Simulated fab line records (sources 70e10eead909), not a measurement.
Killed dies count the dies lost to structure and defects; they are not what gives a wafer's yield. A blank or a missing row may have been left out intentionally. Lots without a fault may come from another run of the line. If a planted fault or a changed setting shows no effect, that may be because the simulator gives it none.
Matching of chambers / flow nand_harc / ald_hk-03 running NHARC_A_CHANNEL_FILL_D2_ALD_16: 4 sister chambers
The step deposits SiO2, target thk 1.5 nm, pulse time 10 s, ald cycles 15. 27 wafers are shown with their chamber, then 12 later ones without.

## WAFERS, EACH WITH ITS CHAMBER
wafer=L075.2; chamber=1; heater_power_w (W)=465; precursor_pulse_height_rel=1.002
wafer=L075.3; chamber=2; heater_power_w (W)=442; precursor_pulse_height_rel=0.982
wafer=L075.5; chamber=3; heater_power_w (W)=420; precursor_pulse_height_rel=1.026
wafer=L077.3; chamber=3; heater_power_w (W)=406; precursor_pulse_height_rel=1.016
wafer=L077.4; chamber=0; heater_power_w (W)=440; precursor_pulse_height_rel=0.984
wafer=L077.5; chamber=1; heater_power_w (W)=471; precursor_pulse_height_rel=1.005
wafer=L079.1; chamber=1; heater_power_w (W)=482; precursor_pulse_height_rel=1.011
wafer=L079.4; chamber=0; heater_power_w (W)=439; precursor_pulse_height_rel=1.001
wafer=L079.6; chamber=2; heater_power_w (W)=434; precursor_pulse_height_rel=0.993
wafer=L085.1; chamber=1; heater_power_w (W)=489; precursor_pulse_height_rel=1.006
wafer=L085.3; chamber=2; heater_power_w (W)=430; precursor_pulse_height_rel=1.007
wafer=L085.6; chamber=1; heater_power_w (W)=484; precursor_pulse_height_rel=0.993
wafer=L086.1; chamber=3; heater_power_w (W)=430; precursor_pulse_height_rel=1.008
wafer=L086.2; chamber=1; heater_power_w (W)=497; precursor_pulse_height_rel=1.015
wafer=L086.5; chamber=3; heater_power_w (W)=422; precursor_pulse_height_rel=0.995
wafer=L087.4; chamber=1; heater_power_w (W)=491; precursor_pulse_height_rel=1.006
wafer=L087.5; chamber=2; heater_power_w (W)=420; precursor_pulse_height_rel=1.007
wafer=L087.6; chamber=1; heater_power_w (W)=492; precursor_pulse_height_rel=0.994
wafer=L089.1; chamber=3; heater_power_w (W)=436; precursor_pulse_height_rel=1.045
wafer=L089.2; chamber=0; heater_power_w (W)=433; precursor_pulse_height_rel=0.961
wafer=L089.3; chamber=1; heater_power_w (W)=490; precursor_pulse_height_rel=1.016
wafer=L091.2; chamber=2; heater_power_w (W)=431; precursor_pulse_height_rel=1.027
wafer=L091.4; chamber=1; heater_power_w (W)=494; precursor_pulse_height_rel=0.961
wafer=L091.5; chamber=0; heater_power_w (W)=444; precursor_pulse_height_rel=1.000
wafer=L092.1; chamber=3; heater_power_w (W)=432; precursor_pulse_height_rel=0.967
wafer=L092.5; chamber=2; heater_power_w (W)=426; precursor_pulse_height_rel=1.021
wafer=L092.6; chamber=3; heater_power_w (W)=424; precursor_pulse_height_rel=0.971

SIGNATURES, as means of the wafers listed above
reading=heater_power_w; chamber 0=439.00; chamber 1=485.50; chamber 2=430.50; chamber 3=424.29; scatter within a chamber=9.04
reading=precursor_pulse_height_rel; chamber 0=0.98650; chamber 1=1.00090; chamber 2=1.00617; chamber 3=1.00400; scatter within a chamber=0.0205
Rule: a wafer lies at a distance from a chamber equal to the root of the sum of squares, over the readings, of (its reading less the chamber's mean, divided by the reading's scatter). The wafer belongs to the nearest chamber; if the next one is less than 2 further off, it can't be placed. The scatter: the root of (the sum of the squares of (reading less its chamber's mean) over the shown wafers, divided by (wafers less chambers)).

## WAFERS MISSING THEIR CHAMBER
wafer=L093.1; heater_power_w (W)=494; precursor_pulse_height_rel=1.013
wafer=L093.2; heater_power_w (W)=444; precursor_pulse_height_rel=0.990
wafer=L093.5; heater_power_w (W)=434; precursor_pulse_height_rel=1.033
wafer=L094.1; heater_power_w (W)=433; precursor_pulse_height_rel=1.013
wafer=L094.2; heater_power_w (W)=414; precursor_pulse_height_rel=1.009
wafer=L094.5; heater_power_w (W)=443; precursor_pulse_height_rel=1.005
wafer=L095.1; heater_power_w (W)=431; precursor_pulse_height_rel=1.046
wafer=L095.2; heater_power_w (W)=430; precursor_pulse_height_rel=1.050
wafer=L095.5; heater_power_w (W)=439; precursor_pulse_height_rel=1.017
wafer=L097.1; heater_power_w (W)=444; precursor_pulse_height_rel=1.003
wafer=L097.3; heater_power_w (W)=419; precursor_pulse_height_rel=0.996
wafer=L097.6; heater_power_w (W)=429; precursor_pulse_height_rel=1.014

## THE CHAMBER EACH PASSED THROUGH
wafer=L093.1; from the rows above=1; in truth=1
wafer=L093.2; from the rows above=can't be placed: 0 or 2 or 3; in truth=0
wafer=L093.5; from the rows above=can't be placed: 2 or 3 or 0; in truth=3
wafer=L094.1; from the rows above=can't be placed: 2 or 3 or 0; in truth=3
wafer=L094.2; from the rows above=can't be placed: 3 or 2 or 0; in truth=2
wafer=L094.5; from the rows above=can't be placed: 0 or 2 or 3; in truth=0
wafer=L095.1; from the rows above=can't be placed: 2 or 3 or 0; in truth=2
wafer=L095.2; from the rows above=can't be placed: 2 or 3 or 0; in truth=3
wafer=L095.5; from the rows above=can't be placed: 2 or 0 or 3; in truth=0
wafer=L097.1; from the rows above=can't be placed: 0 or 2 or 3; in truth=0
wafer=L097.3; from the rows above=can't be placed: 3 or 2 or 0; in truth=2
wafer=L097.6; from the rows above=can't be placed: 2 or 3 or 0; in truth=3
1 of 12 placed correctly. Can't be placed from these rows: 11 (the true chamber is among the candidates in 11). Placed wrongly: 0.
